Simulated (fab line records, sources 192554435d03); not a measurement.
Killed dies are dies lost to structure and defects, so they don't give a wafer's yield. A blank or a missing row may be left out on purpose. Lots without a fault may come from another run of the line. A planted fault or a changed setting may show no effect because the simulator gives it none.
Chamber matching | flow n5_finfet | N5_HKMG_FIN_DESCUM_17 on rie_diel-03: 4 sister chambers
The step chemistry O2, time 7.9 s. 14 wafers are shown with their chamber, then 7 later ones without.

WAFERS WITH THEIR CHAMBER
wafer  | chamber | showerhead_plenum_p_Torr (Torr) | drypump_motor_current_A (A) | throttle_valve_pct (%)
L080.2 | 3       | 2.23                            | 5.4                         | 20.08
L080.3 | 1       | 2.13                            | 5.9                         | 20.55
L080.4 | 1       | 2.13                            | 5.9                         | 20.54
L081.2 | 0       | 1.98                            | 5.7                         | 20.59
L081.3 | 1       | 2.13                            | 5.9                         | 20.55
L081.5 | 3       | 2.23                            | 5.4                         | 20.11
L084.1 | 0       | 1.98                            | 5.7                         | 20.59
L084.2 | 2       | 2.08                            | 5.1                         | 20.34
L084.4 | 1       | 2.13                            | 5.9                         | 20.55
L089.3 | 0       | 1.98                            | 5.7                         | 20.60
L089.5 | 1       | 2.12                            | 5.9                         | 20.59
L089.6 | 0       | 1.98                            | 5.7                         | 20.61
L090.1 | 0       | 1.98                            | 5.6                         | 20.63
L090.3 | 1       | 2.12                            | 5.9                         | 20.58

SIGNATURES (means of the wafers above)
reading                  | chamber 0 | chamber 1 | chamber 2 | chamber 3 | scatter within a chamber
showerhead_plenum_p_Torr | 1.9800    | 2.1267    | 2.0800    | 2.2300    | 0.00365
drypump_motor_current_A  | 5.680     | 5.900     | 5.100     | 5.400     | 0.0283
throttle_valve_pct       | 20.6040   | 20.5600   | 20.3400   | 20.0950   | 0.0189
Rule: a wafer's distance from a chamber is the root of the sum, over the readings, of the square of ((its reading less the chamber's mean) divided by the reading's scatter). The wafer belongs to the nearest chamber; if the next one is less than 2 further off, it can't be placed. The scatter: the root of (the sum of the squares of (reading less its chamber's mean) over the shown wafers, divided by (wafers less chambers)).

WAFERS WITHOUT THEIR CHAMBER
wafer  | showerhead_plenum_p_Torr (Torr) | drypump_motor_current_A (A) | throttle_valve_pct (%)
L090.6 | 2.07                            | 5.1                         | 20.37
L092.2 | 2.22                            | 5.4                         | 20.12
L092.4 | 2.07                            | 5.1                         | 20.38
L092.6 | 2.07                            | 5.1                         | 20.37
L093.2 | 2.07                            | 5.1                         | 20.38
L093.3 | 2.12                            | 5.9                         | 20.59
L093.6 | 2.12                            | 5.8                         | 20.59

WHICH CHAMBER EACH WENT THROUGH
wafer  | from the rows above | in truth
L090.6 | 2                   | 2
L092.2 | 3                   | 3
L092.4 | 2                   | 2
L092.6 | 2                   | 2
L093.2 | 2                   | 2
L093.3 | 1                   | 1
L093.6 | 1                   | 1
Placed correctly: 7 of 7. Can't be placed from these rows: 0. Placed wrongly: 0.
